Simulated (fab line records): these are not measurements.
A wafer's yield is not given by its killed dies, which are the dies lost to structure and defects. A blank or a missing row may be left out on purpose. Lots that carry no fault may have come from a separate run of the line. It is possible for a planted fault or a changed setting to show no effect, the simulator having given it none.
Struck lot and sound lot, side by side || flow nandHarc || 14 out of 1302 route steps
Sound: the wafers L407.1, L407.3, L407.5. Struck: wafer L412.2. (L412.1, L412.3 of the same lot were not struck and are left out.) The cause comes at the end.
Each step with rows lists, per side, the tool, then ch with its chambers, then its first start. Under that, the readings that differ: sound wafers || struck wafers || difference of the means || sigmas: that difference in standard deviations of wafers without a fault.
alike: words and numbers the same on both sides, and readings whose means are apart by under 2 such deviations; not compared: readings that were withheld, readings missing a value for some wafer, numbers with overlapping values and no deviation given by the record, and bounds like >300 which may hide the same value.
A row with sigmas, a row that says differs or no value, or rows on one side alone: a step with any of these is where the two part. Numbers that don't overlap but have no deviation are shown without sigmas and don't part them. Lack of a reading on every wafer of one side parts them only where that side has two or more wafers.

NHARC_A_SGD_CUT_THK_MEAS_22: measures by ellipsometry.
  struck on filmMetro-02, day 21 19:07; sound on filmMetro-01, day 19 14:52
  alike: thkNm
then, 2 steps without rows for these wafers: NHARC_A_SGD_CUT_SRD_23; NHARC_A_SGD_CUT_ETCH_26 (etches SiO2 in dHF, target depth 45.8 nm).
NHARC_A_SGD_CUT_ETCHBACK_24: etches the open film in CH3F/O2, target depth 50 nm, time 92.857 s.
  sound on rieDiel-01 ch 0,2, day 19 15:07; struck on rieDiel-01 ch 3, day 21 19:20
{"reading": "showerheadPlenumPTorr (Torr)", "sound": "2.44 2.43 2.44", "struck": 2.62, "difference": "+0.18", "sigmas": "+2"}
  alike: biasW, drypumpMotorCurrentA, oesProductAu, rfVppV, throttleValvePct
  not compared: rfHoursCounterH
NHARC_A_SGD_CUT_STRIP_28: strips in O2, time 20 s.
  sound on rieDiel-01 ch 0,1; struck on rieDiel-01 ch 2
{"reading": "rfVppV (V)", "sound": "57.7 58.6 59.4", "struck": 56.4, "difference": -2.2, "sigmas": -2}
  alike: drypumpMotorCurrentA, oesProductAu, showerheadPlenumPTorr, throttleValvePct
  not compared: rfHoursCounterH
NHARC_A_SGD_CUT_INSPECT_25:
  struck on defectInspect-01, day 21 19:35; sound on defectInspect-01, day 19 15:20
  alike: rawDefectCount
NHARC_A_SLIT_DEP_25: deposits SiO2, target thk 200 nm.
  sound on pecvd-03 ch 0,1,2, day 19 15:24; struck on pecvd-04 ch 2, day 21 19:43
  alike: heaterPowerW, throttleValvePct
NHARC_A_SLIT_DEP_00: deposits aC, target thk 6200 nm.
  sound on aclDep-03 ch 0, day 19 15:44; struck on aclDep-03 ch 0, day 21 22:46
  alike: throttleValvePct
NHARC_A_SLIT_DEP_23: deposits SiON, target thk 100 nm.
  sound on pecvd-02 ch 1,2, day 19 19:39; struck on pecvd-02 ch 2, day 22 02:36
  alike: heaterPowerW
then, 3 steps without rows for these wafers: NHARC_A_SLIT_DEHYDRATE_01 (time 120 s); NHARC_A_SLIT_HMDS_02 (time 30 s); NHARC_A_SLIT_COAT_03 (resist thk 90 nm).
NHARC_A_SLIT_SOFTBAKE_04: time 55 s.
  sound on lithoTrack-04 ch 0, day 19 19:00; struck on lithoTrack-06 ch 0, day 22 02:00
{"reading": "heaterPowerTotalW (W)", "sound": "188.35 188.39 188.34", "struck": 193.11, "difference": "+4.75", "sigmas": "+37"}
then, 1 step without rows for these wafers: NHARC_A_SLIT_EBR_05.

## WHERE THEY PART
First at NHARC_A_SGD_CUT_ETCHBACK_24; last, within this record, at NHARC_A_SLIT_SOFTBAKE_04.

WHY: what the simulator had put in
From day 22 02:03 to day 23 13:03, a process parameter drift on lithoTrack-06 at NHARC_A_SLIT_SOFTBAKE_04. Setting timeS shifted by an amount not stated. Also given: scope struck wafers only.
